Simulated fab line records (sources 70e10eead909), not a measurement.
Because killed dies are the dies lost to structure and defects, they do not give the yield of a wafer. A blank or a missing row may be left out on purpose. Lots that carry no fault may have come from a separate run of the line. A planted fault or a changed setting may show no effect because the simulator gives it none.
fab line records	flow nandHarc	part 2 of 2: steps 31 to 46 of 46
record: lots: 5	wafers: 15	lastDay: 32
route steps=1302 shown P_CONTACT@251 P_M0@253 P_M1@285
lots that met no fault: taken from a fault-free run of the same line
startH: the number of hours between the record's first day and the start of the first shown wafer of the lot	waitH: hours elapsed since this lot's preceding step	" the same as in the row above	L1.1+2: a row that stands for several wafers	- no value, or no start was given	* or withheld: withheld	< > ~ a bound
route shown NAME@n: a module of which the file shows steps, and the number in the route of the first	usual: average and standard deviation across the fault-free wafers	same: alike in all rows	chamber/n: place in a boat	sites: readings site by site	_std_site: standard deviation of those values	_edge_site: the outer-site mean with the inner-site mean subtracted	radiusMm: how far each site lies from the wafer's centre	mask NAME#n: copy n	behind: the tool/chamber that last shaped the wafer	hold: why the lot went on hold/how many hours it stayed there/how the hold came to an end	device: whichever transistor did not switch (one of n, p or np)	end of line: the route-end tests of the same wafers	a step given without rows: its recipe and nothing more	killed: not the wafer's yield, but the dies lost to structure and defects at the first sort	map: dies across one wafer; x = killed, . = not, _ = none there
set.NAME: the setting as run; set.NAME@STEP: as run at that earlier step	model.NAME: the simulator's own value behind a step, which no gauge read
a table for each step, a row for each wafer; lots at some steps of the route
services: a tool's chamber out of use, with start hour (startH, from the record's first day; less than 0 if before it), hours out, and reason
== steps ==
step: NHARC_P_M0_INSPECT_27
usual: rawDefectCount: 303/100
lot.wafer	tool	chamber	startH	waitH	rawDefectCount
L076.2	defectInspect-01	-	141.16	0.0	224
L076.3	"	-	"	"	237
L076.4	"	-	"	"	158
L081.1	defectInspect-01	-	203.49	0.0	249
L081.2	"	-	"	"	317
L081.3	"	-	"	"	226
L083.3	defectInspect-01	-	222.98	0.0	358
L083.4	"	-	"	"	424
L083.5	"	-	"	"	387
L091.2	defectInspect-01	-	300.87	0.0	190
L091.4	"	-	"	"	222
L091.6	"	-	"	"	222
L094.2	defectInspect-01	-	332.41	0.0	157
L094.3	"	-	"	"	230
L094.6	"	-	"	"	213
step: NHARC_P_M0_PRE_CLEAN_31
recipe: timeS: 12	tempC: 370	rfPowerW: 300	gas: NH3
usual: heaterPowerW: 618/73
lot.wafer	tool	chamber	startH	waitH	heaterPowerW
L076.2	pecvd-04	1	141.67	0.5	604
L076.3	"	2	"	"	432
L076.4	"	2	"	"	431
L081.3	pecvd-04	2	203.55	0.1	463
L081.2	"	0	"	"	577
L081.1	"	1	"	"	635
L083.3	pecvd-01	2	223.07	0.1	624
L083.4	"	1	"	"	646
L083.5	"	2	"	"	611
L091.2	pecvd-03	1	300.97	0.1	488
L091.6	"	2	"	"	689
L091.4	"	1	"	"	480
L094.2	pecvd-01	0	332.48	0.1	658
L094.3	"	2	"	"	585
L094.6	"	1	"	"	585
step: NHARC_P_M0_DEP_32
recipe: targetThkA: 300	tempC: 370	targetThkNm: 30	pressureTorr: 3	flowSccm: 200	rfW: 450	material: SiCN
usual: heaterPowerW: 564/77
lot.wafer	tool	chamber	startH	waitH	heaterPowerW
L076.2	pecvd-04	1	141.75	0.1	540
L076.3	"	2	"	"	407
L076.4	"	2	"	"	409
L081.3	pecvd-04	2	203.63	0.1	385
L081.2	"	0	"	"	520
L081.1	"	1	"	"	548
L083.3	pecvd-01	2	223.21	0.1	598
L083.4	"	1	"	"	583
L083.5	"	2	"	"	595
L091.2	pecvd-03	1	301.10	0.1	484
L091.6	"	2	"	"	568
L091.4	"	1	"	"	499
L094.2	pecvd-01	0	332.55	0.1	606
L094.3	"	2	"	"	554
L094.6	"	1	"	"	576
step: NHARC_P_M1_DEP_00
recipe: targetThkA: 1825	targetThkNm: 182.5	tempC: withheld	pressureTorr: 5	flowSccm: 200	rfW: 600	material: SiOC
lot.wafer	tool	chamber	startH	waitH
L076.2+3+4	pecvd-03	0,1,0	142.22	-
L081.2+3+1	pecvd-04	0,1,2	-	-
L083.3+5+4	pecvd-04	1,1,2	223.58	-
L091.2+4+6	pecvd-04	1,2,0	301.52	-
L094.2+3+6	pecvd-04	2,1,2	332.97	-
step: NHARC_P_M1_DEHYDRATE_01
recipe: tempC: 150	timeS: 120
lot.wafer	tool	chamber	startH	waitH
L076.2+3+4	lithoTrack-04	0	142.69	0.4
L081.1+2+3	lithoTrack-01	0	204.43	-
L083.3+4+5	lithoTrack-06	0	223.94	-
L091.2+4+6	lithoTrack-04	0	301.83	-
L094.2+3+6	lithoTrack-06	0	333.38	-
step: NHARC_P_M1_HMDS_02
recipe: timeS: 30
lot.wafer	tool	chamber	startH	waitH
L076.2+3+4	lithoTrack-04	0	-	-
L081.1+2+3	lithoTrack-01	0	-	-
L083.3+4+5	lithoTrack-06	0	-	-
L091.2+4+6	lithoTrack-04	0	-	-
L094.2+3+6	lithoTrack-06	0	-	-
step: NHARC_P_M1_COAT_34
recipe: tempC: 200	timeS: 65
lot.wafer	tool	chamber	startH	waitH
L076.2+3+4	lithoTrack-04	0	-	-
L081.1+2+3	lithoTrack-01	0	-	-
L083.3+4+5	lithoTrack-06	0	-	-
L091.2+4+6	lithoTrack-04	0	-	-
L094.2+3+6	lithoTrack-06	0	-	-
step: NHARC_P_M1_COAT_03
recipe: spinRpm: 1500	resistThkNm: 90
lot.wafer	tool	chamber	startH	waitH
L076.2+3+4	lithoTrack-04	0	-	-
L081.1+2+3	lithoTrack-01	0	-	-
L083.3+4+5	lithoTrack-06	0	-	-
L091.2+4+6	lithoTrack-04	0	-	-
L094.2+3+6	lithoTrack-06	0	-	-
step: NHARC_P_M1_SOFTBAKE_04
recipe: tempC: 105	timeS: 55
lot.wafer	tool	chamber	startH	waitH
L076.2+3+4	lithoTrack-04	0	-	-
L081.1+2+3	lithoTrack-01	0	-	-
L083.3+4+5	lithoTrack-06	0	-	-
L091.2+4+6	lithoTrack-04	0	-	-
L094.2+3+6	lithoTrack-06	0	-	-
step: NHARC_P_M1_EBR_05
lot.wafer	tool	chamber	startH	waitH
L076.2+3+4	lithoTrack-04	0	-	-
L081.1+2+3	lithoTrack-01	0	-	-
L083.3+4+5	lithoTrack-06	0	-	-
L091.2+4+6	lithoTrack-04	0	-	-
L094.2+3+6	lithoTrack-06	0	-	-
step: NHARC_P_M1_EXPOSE_06
recipe: na: 1.35	targetCdNm: 130	doseMj: 81.88	maskId: P_M1
lot.wafer	tool	chamber	startH	waitH	mask
L076.2+3+4	arfiScanner-01	0	142.86	-	P_M1#0
L081.1+2+3	arfiScanner-01	0	204.59	-	P_M1#0
L083.3+4+5	arfiScanner-03	0	224.24	-	P_M1#0
L091.2+4+6	arfiScanner-02	0	302.13	-	P_M1#0
L094.2+3+6	arfiScanner-01	0	333.54	-	P_M1#0
step: NHARC_P_M1_PEB_07
recipe: pebTempC: 100	pebTimeS: 65
lot.wafer	tool	chamber	startH	waitH
L076.2+3+4	lithoTrack-06	0	142.91	0.1
L081.1+2+3	lithoTrack-01	0	204.65	0.1
L083.3+4+5	lithoTrack-06	0	224.29	0.0
L091.2+4+6	lithoTrack-01	0	302.19	0.1
L094.2+3+6	lithoTrack-04	0	333.60	0.1
step: NHARC_P_M1_DEVELOP_08
recipe: developTimeS: 35	devTempC: 23
lot.wafer	tool	chamber	startH	waitH
L076.2+3+4	lithoTrack-06	0	-	-
L081.1+2+3	lithoTrack-01	0	-	-
L083.3+4+5	lithoTrack-06	0	-	-
L091.2+4+6	lithoTrack-01	0	-	-
L094.2+3+6	lithoTrack-04	0	-	-
step: NHARC_P_M1_CD_MEAS_09
recipe: targetCdNm: 130	landingEnergyEv: 500
usual: cdNm: 129.7/0.8
lot.wafer	tool	chamber	startH	waitH	cdNm
L076.2	cdSem-03	0	142.99	-	129.0
L076.3	"	0	"	"	128.8
L076.4	"	0	"	"	128.8
L081.1	cdSem-01	0	204.73	-	129.6
L081.2	"	0	"	"	129.8
L081.3	"	0	"	"	129.5
L083.3	cdSem-02	0	224.38	-	130.2
L083.4	"	0	"	"	130.0
L083.5	"	0	"	"	131.7
L091.2	cdSem-01	0	302.27	-	130.3
L091.4	"	0	"	"	130.1
L091.6	"	0	"	"	130.1
L094.2	cdSem-03	0	333.68	-	129.9
L094.3	"	0	"	"	130.4
L094.6	"	0	"	"	129.5
step: NHARC_P_M1_OVL_MEAS_10
recipe: pitchNm: 260
usual: overlayXNm: -0.2/0.89	overlayYNm: 0.2/0.73
lot.wafer	tool	chamber	startH	waitH	overlayXNm	overlayYNm
L076.2	overlay-01	-	143.08	-	-1.6	0.8
L076.3	"	-	"	"	-1.2	0.1
L076.4	"	-	"	"	-1.7	-0.2
L081.1	overlay-02	-	204.82	-	-0.9	0.3
L081.2	"	-	"	"	-1.0	1.1
L081.3	"	-	"	"	-0.4	0.4
L083.3	overlay-01	-	224.46	-	0.2	1.5
L083.4	"	-	"	"	-0.4	1.2
L083.5	"	-	"	"	0.1	0.8
L091.2	overlay-02	-	302.35	-	-0.3	-0.6
L091.4	"	-	"	"	-0.5	-1.0
L091.6	"	-	"	"	-0.7	-0.2
L094.2	overlay-02	-	333.77	-	-1.8	-0.9
L094.3	"	-	"	"	-2.3	-0.6
L094.6	"	-	"	"	-1.7	-0.1
step: NHARC_P_M1_INSPECT_11
usual: rawDefectCount: 4.7/2.8
lot.wafer	tool	chamber	startH	waitH	rawDefectCount
L076.2	defectInspect-01	-	143.12	0.0	2
L076.3	"	-	"	"	3
L076.4	"	-	"	"	7
L081.1	defectInspect-02	-	204.86	0.0	1
L081.2	"	-	"	"	2
L081.3	"	-	"	"	7
L083.3	defectInspect-02	-	224.50	0.0	11
L083.4	"	-	"	"	6
L083.5	"	-	"	"	5
L091.2	defectInspect-01	-	302.39	0.0	4
L091.4	"	-	"	"	5
L091.6	"	-	"	"	6
L094.2	defectInspect-01	-	333.81	0.0	5
L094.3	"	-	"	"	5
L094.6	"	-	"	"	8
== services ==
tool	chamber	startH	hours	kind
pecvd-01	-	130.20	13.0	pm
pecvd-03	2	140.18	5.1	repair
rieDiel-09	-	143.19	9.0	pm
pecvd-01	2	154.53	7.0	repair
lithoTrack-01	-	155.00	7.0	pm
rieDiel-03	0	159.46	11.3	repair
arfiScanner-03	-	169.92	0.4	repair
lithoTrack-06	-	179.00	7.0	pm
pecvd-03	-	185.00	13.0	pm
rieDiel-02	3	189.49	5.3	repair
pecvd-01	1	191.63	22.7	repair
arfiScanner-03	-	196.00	4.0	pm
rieDiel-09	1	198.29	6.4	repair
lithoTrack-04	-	203.00	7.0	pm
pecvd-01	-	213.82	0.9	repair
rieDiel-02	-	217.09	9.0	pm
pecvd-01	0	228.81	4.1	repair
rieDiel-09	1	263.44	2.9	repair
pecvd-04	-	269.00	13.0	pm
pvdSputter-02	-	282.03	10.0	pm
rieDiel-02	0	287.48	2.4	repair
rieDiel-09	1	319.43	1.2	repair
rieDiel-09	-	320.19	9.0	pm
lithoTrack-01	-	330.00	7.0	pm
